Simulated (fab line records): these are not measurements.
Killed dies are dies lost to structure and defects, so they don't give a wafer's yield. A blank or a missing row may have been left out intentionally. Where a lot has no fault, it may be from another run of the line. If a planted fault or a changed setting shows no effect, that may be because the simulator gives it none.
Which tool did it? | flow nandHarc | 6 lots with 18 wafers sampled at 3 steps, on a route of 1302 steps

== WHAT THE GAUGES READ, wafer by wafer ==
NHARC_P_ZERO_WELL_CD_MEAS_37: target cd 720 nm.
lot  | measured     | on       | cdNm (nm)
L954 | day 3 16:08  | cdSem-01 | 751.5 750.1 754.6 752.3 750.2 754.4
L963 | day 7 10:09  | cdSem-03 | 719.1 717.6 721.3
L967 | day 9 02:01  | cdSem-01 | 721.5 719.2 720.9
L969 | day 9 22:06  | cdSem-01 | 717.1 719.0 720.6
L971 | day 10 18:07 | cdSem-01 | 717.0 718.4 716.7
L973 | day 11 14:14 | cdSem-02 | 718.6 721.6 720.7

== WHAT TOOL EACH LOT RAN ON (gives the tool, then ch and the chambers of the sampled wafers, and finally the start) ==
lot  | NHARC_P_ZERO_WELL_ETCH_62                    | NHARC_P_ZERO_WELL_EXPOSE_34
L954 | rieDiel-02 ch 0,1, day 3 15:59 or earlier    | krfScanner-02 ch 0, day 3 15:59
L963 | rieDiel-04 ch 0,1,3, day 7 10:00 or earlier  | krfScanner-04 ch 0, day 7 10:00
L967 | rieDiel-02 ch 1,2, day 9 01:51 or earlier    | krfScanner-02 ch 0, day 9 01:51
L969 | rieDiel-13 ch 0,1, day 9 21:56 or earlier    | krfScanner-01 ch 0, day 9 21:56
L971 | rieDiel-02 ch 0,2,3, day 10 17:58 or earlier | krfScanner-01 ch 0, day 10 17:58
L973 | rieDiel-13 ch 2,3, day 11 14:05 or earlier   | krfScanner-02 ch 0, day 11 14:05
- NHARC_P_ZERO_WELL_ETCH_62: etches the open film in CHF3/Ar, target depth 13 nm, time 6.5 s.
- NHARC_P_ZERO_WELL_EXPOSE_34: exposes mask P PWELL, target cd 720 nm.

== THE ANSWER, worked out from the rows above alone ==
Rule: usual is defined by the lots themselves. The widest of any qualifying gaps counts: lots, ordered by their means at a reading, are off when they make up no more than a third of the lots, leave a main group of 4 or more, and stand apart from it by 3 or more times the standard deviation of that group's means. The tables above print the reading to a certain number of digits; a main group whose means all agree to those digits is not used. A lot without any number at a reading at which 4 lots or more have one is off too. Where the step has rows for the other lots, those lots are counted as sound.
Off: L954, at NHARC_P_ZERO_WELL_CD_MEAS_37 (cdNm). The main group: mean 719.3 nm, standard deviation 1.1.
If a tool, at a process step before that reading, ran all the lots that are off and no sound lot after the first of them, it fits. Gauges at NHARC_P_ZERO_WELL_CD_MEAS_37: tried the same way as those tools. NHARC_P_ZERO_WELL_ETCH_62: start missing for some lots; hours and lot order therefore follow NHARC_P_ZERO_WELL_EXPOSE_34. No candidate that was tried fits.

== WHAT THE SIMULATOR PUT IN ==
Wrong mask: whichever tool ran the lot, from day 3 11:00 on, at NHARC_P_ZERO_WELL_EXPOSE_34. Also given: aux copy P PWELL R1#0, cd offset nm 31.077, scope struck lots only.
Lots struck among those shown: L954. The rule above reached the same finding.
